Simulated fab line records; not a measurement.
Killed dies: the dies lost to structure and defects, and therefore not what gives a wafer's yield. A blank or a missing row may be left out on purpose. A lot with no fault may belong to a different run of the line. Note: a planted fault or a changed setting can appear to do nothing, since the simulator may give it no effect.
What tool caused it? || flow nand-harc || Sampling: 11 lots, 33 wafers, 5 of 1159 route steps

WHAT THE GAUGES SHOWED, per wafer
NHARC_END_SORT_01.
{"lot": "L239", "measured": "day 20 05:19", "on": "prober-02", "killed-at-array": "18 19 18"}
{"lot": "L245", "measured": "day 21 09:58", "on": "prober-02", "killed-at-array": "15 17 14"}
{"lot": "L247", "measured": "day 21 17:44", "on": "prober-02", "killed-at-array": "25 29"}
{"lot": "L259", "measured": "day 24 04:02", "on": "prober-02", "killed-at-array": "36 28"}

TOOL THAT RAN EACH LOT (tool first, then ch and the chambers of the sampled wafers, then the start)
{"lot": "L238", "NHARC_A_STAIRCASE_ETCH_15": "rie-diel-10 ch 2,3, day 11 07:50 or earlier", "NHARC_A_STAIRCASE_TRIM_18": "rie-diel-10 ch 0,1, day 11 07:50 or earlier", "NHARC_A_STAIRCASE_TRIM_22": "rie-diel-10 ch 0,1,2, day 11 07:50", "NHARC_A_STAIRCASE_DESCUM_186": "rie-diel-10 ch 1,2, day 11 10:02"}
{"lot": "L240", "NHARC_A_STAIRCASE_ETCH_15": "rie-diel-11 ch 0,1,2, day 11 09:13 or earlier", "NHARC_A_STAIRCASE_TRIM_18": "rie-diel-11 ch 0,1,2, day 11 09:13 or earlier", "NHARC_A_STAIRCASE_TRIM_22": "rie-diel-10 ch 0,1,2, day 11 09:13", "NHARC_A_STAIRCASE_DESCUM_186": "rie-diel-10 ch 0,2,3, day 11 11:44"}
{"lot": "L239", "NHARC_A_STAIRCASE_ETCH_15": "rie-diel-11 ch 0,2,3, day 11 09:40 or earlier", "NHARC_A_STAIRCASE_TRIM_18": "rie-diel-11 ch 0,1,2, day 11 09:40 or earlier", "NHARC_A_STAIRCASE_TRIM_22": "rie-diel-11 ch 0,1,3, day 11 09:40", "NHARC_A_STAIRCASE_DESCUM_186": "rie-diel-10 ch 0,1,2, day 11 11:58"}
{"lot": "L242", "NHARC_A_STAIRCASE_ETCH_15": "rie-diel-09 ch 0,1,2, day 11 13:05 or earlier", "NHARC_A_STAIRCASE_TRIM_18": "rie-diel-09 ch 1,3, day 11 13:05 or earlier", "NHARC_A_STAIRCASE_TRIM_22": "rie-diel-10 ch 0,3, day 11 13:05", "NHARC_A_STAIRCASE_DESCUM_186": "rie-diel-11 ch 0,1,2, day 11 15:29"}
{"lot": "L243", "NHARC_A_STAIRCASE_ETCH_15": "rie-diel-09 ch 0,2,3, day 11 13:14 or earlier", "NHARC_A_STAIRCASE_TRIM_18": "rie-diel-09 ch 0,1,2, day 11 13:14 or earlier", "NHARC_A_STAIRCASE_TRIM_22": "rie-diel-09 ch 0,2,3, day 11 13:14", "NHARC_A_STAIRCASE_DESCUM_186": "rie-diel-11 ch 0,3, day 11 15:45"}
{"lot": "L245", "NHARC_A_STAIRCASE_ETCH_15": "rie-diel-10 ch 0,2, day 12 09:24 or earlier", "NHARC_A_STAIRCASE_TRIM_18": "rie-diel-10 ch 0,2, day 12 09:24 or earlier", "NHARC_A_STAIRCASE_TRIM_22": "rie-diel-11 ch 0,1, day 12 09:24", "NHARC_A_STAIRCASE_DESCUM_186": "rie-diel-09 ch 1,2,3, day 12 11:43"}
{"lot": "L244", "NHARC_A_STAIRCASE_ETCH_15": "rie-diel-09 ch 0,2, day 12 09:40 or earlier", "NHARC_A_STAIRCASE_TRIM_18": "rie-diel-09 ch 1,3, day 12 09:40 or earlier", "NHARC_A_STAIRCASE_TRIM_22": "rie-diel-09 ch 0,3, day 12 09:40", "NHARC_A_STAIRCASE_DESCUM_186": "rie-diel-11 ch 0,1,2, day 12 11:58"}
{"lot": "L248", "NHARC_A_STAIRCASE_ETCH_15": "rie-diel-10 ch 2,3, day 12 23:40 or earlier", "NHARC_A_STAIRCASE_TRIM_18": "rie-diel-10 ch 0,2,3, day 12 23:40 or earlier", "NHARC_A_STAIRCASE_TRIM_22": "rie-diel-09 ch 0,3, day 12 23:40", "NHARC_A_STAIRCASE_DESCUM_186": "rie-diel-09 ch 1,3, day 13 02:02"}
{"lot": "L247", "NHARC_A_STAIRCASE_ETCH_15": "rie-diel-11 ch 0,1,2, day 13 03:16 or earlier", "NHARC_A_STAIRCASE_TRIM_18": "rie-diel-11 ch 1,2, day 13 03:16 or earlier", "NHARC_A_STAIRCASE_TRIM_22": "rie-diel-11 ch 0,2,3, day 13 03:16", "NHARC_A_STAIRCASE_DESCUM_186": "rie-diel-10 ch 0,1,3, day 13 05:31"}
{"lot": "L259", "NHARC_A_STAIRCASE_ETCH_15": "rie-diel-11 ch 0,1, day 15 21:51 or earlier", "NHARC_A_STAIRCASE_TRIM_18": "rie-diel-11 ch 0,3, day 15 21:51 or earlier", "NHARC_A_STAIRCASE_TRIM_22": "rie-diel-11 ch 1,2, day 15 21:51", "NHARC_A_STAIRCASE_DESCUM_186": "rie-diel-09 ch 0,1, day 16 00:28"}
{"lot": "L260", "NHARC_A_STAIRCASE_ETCH_15": "rie-diel-10 ch 1,2,3, day 16 13:12 or earlier", "NHARC_A_STAIRCASE_TRIM_18": "rie-diel-10 ch 0,1, day 16 13:12 or earlier", "NHARC_A_STAIRCASE_TRIM_22": "rie-diel-10 ch 1,2,3, day 16 13:12", "NHARC_A_STAIRCASE_DESCUM_186": "rie-diel-11 ch 1,2, day 16 15:44"}
- NHARC_A_STAIRCASE_ETCH_15: etches the open film in C4F8/O2, target depth 100 nm, time 40.5 s.
- NHARC_A_STAIRCASE_TRIM_18: chemistry O2, time 211.2 s.
- NHARC_A_STAIRCASE_TRIM_22: chemistry O2, time 211.2 s.
- NHARC_A_STAIRCASE_DESCUM_186: chemistry O2, time 3 s.

THE ANSWER, worked out from the rows above alone
Rule: the usual values come from the lots themselves. The widest of any qualifying gaps counts: lots, ordered by their means at a reading, are off when they make up no more than a third of the lots, leave a main group of 4 or more, and stand apart from it by 3 or more times the standard deviation of that group's means. The tables above print the reading to a certain number of digits; a main group whose means all agree to those digits is not used. Also off: a lot with no number at a reading for which 4 or more lots have one. The other lots that the step has rows for count as sound.
No lot is off at any reading shown: from this, nothing can be told.

WHAT WAS PUT IN BY THE SIMULATOR
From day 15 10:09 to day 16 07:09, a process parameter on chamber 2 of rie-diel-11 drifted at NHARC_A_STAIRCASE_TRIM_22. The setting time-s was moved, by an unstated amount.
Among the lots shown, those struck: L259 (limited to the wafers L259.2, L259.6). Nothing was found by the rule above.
